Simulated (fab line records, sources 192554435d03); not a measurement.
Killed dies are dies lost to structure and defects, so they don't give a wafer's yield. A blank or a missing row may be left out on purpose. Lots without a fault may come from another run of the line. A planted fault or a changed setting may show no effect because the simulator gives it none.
Split-lot experiment | flow n5_finfet | 7 lots, 21 wafers read, on a route of 1938 steps

THE SPLIT
At N5_FIN_SAQP_PEB_14 (peb time 60 s), the setting peb_time_s was moved away from the recipe's 60 s on 7 of the 21 wafers read, by -12.9% to +15.9%. The other wafers ran this setting at the recipe's value.

FROM THE SPLIT TO THE READING: what the file shows between them, 1 step
- N5_FIN_SAQP_DEVELOP_15: develop time 30 s

THE READING
cd_nm, in nm, at N5_FIN_SAQP_CD_MEAS_16 (target cd 35.6 nm). Fault-free wafers of this fab line usually give 35.73 nm, standard deviation 0.26 nm.

wafer  | tool, chamber at the split | peb_time_s as run, s | against the recipe | cd_nm, nm | against lot-mates on the recipe
L081.1 | litho_track-05, 0          | 60                   | recipe             | 35.63     | -
L081.4 | litho_track-05, 0          | 60                   | recipe             | 35.99     | -
L081.5 | litho_track-05, 0          | 69.55                | +15.9%             | 34.10     | -1.71
L083.1 | litho_track-05, 0          | 60                   | recipe             | 35.90     | -
L083.4 | litho_track-05, 0          | 60                   | recipe             | 35.99     | -
L083.5 | litho_track-05, 0          | 60                   | recipe             | 35.84     | -
L084.1 | litho_track-03, 0          | 60                   | recipe             | 35.76     | -
L084.3 | litho_track-03, 0          | 60                   | recipe             | 35.39     | -
L084.6 | litho_track-03, 0          | 60                   | recipe             | 35.23     | -
L085.4 | litho_track-05, 0          | 60                   | recipe             | 35.61     | -
L085.5 | litho_track-05, 0          | 60                   | recipe             | 35.02     | -
L085.6 | litho_track-05, 0          | 54.83                | -8.6%              | 37.10     | +1.79
L086.2 | litho_track-05, 0          | 55.71                | -7.2%              | 36.84     | +0.90
L086.4 | litho_track-05, 0          | 60                   | recipe             | 35.94     | -
L086.6 | litho_track-05, 0          | 55.71                | -7.2%              | 36.89     | +0.95
L088.3 | litho_track-03, 0          | 60                   | recipe             | 35.80     | -
L088.4 | litho_track-03, 0          | 60                   | recipe             | 36.18     | -
L088.5 | litho_track-03, 0          | 56.04                | -6.6%              | 36.71     | +0.72
L095.3 | litho_track-03, 0          | 52.26                | -12.9%             | 37.60     | +1.66
L095.4 | litho_track-03, 0          | 52.26                | -12.9%             | 37.77     | +1.83
L095.6 | litho_track-03, 0          | 60                   | recipe             | 35.94     | -

THE FIT
A straight line over all 21 wafers: cd_nm changes by -0.134 nm for each +1% of peb_time_s; r = -0.94; the points scatter about the line by 0.3 nm.
The same after taking each lot's own level away (the mean of its wafers on the recipe; 21 wafers): -0.128 nm for each +1%; r = -0.96; scatter 0.23 nm.
On that fit, the largest move of peb_time_s shifts the reading by 2 nm.
The lots' own levels span 35.315 to 35.990 nm, that is 2.6 times the standard deviation above.
So the lot-to-lot level changes the slope little: the two slopes agree.
Check: with one of the wafers moved furthest among these (+15.9%) left out of the fit, the line predicts -2.26 nm for it against its lot-mates. It came out at -1.71 nm against them.

OTHER SPLITS ON THESE WAFERS
These wafers also went through other splits before the reading. Each is held against what the fit with the lots' levels taken away leaves over:
other split on the same wafers            | wafers away from the commonest value | r with cd_nm (lot level and that fit taken away)
N5_ZERO_LAYER_EXPOSE_08 dose_mj           | 10                                   | +0.00
N5_ZERO_LAYER_DEVELOP_10 develop_time_s   | 7                                    | +0.13
N5_PMOS_HMC_CHANNEL_EPI_PEB_07 peb_time_s | 5                                    | +0.24

THE FILE'S OWN FIT
cd_nm changes by -0.13 nm for each +1% of peb_time_s, r = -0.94.
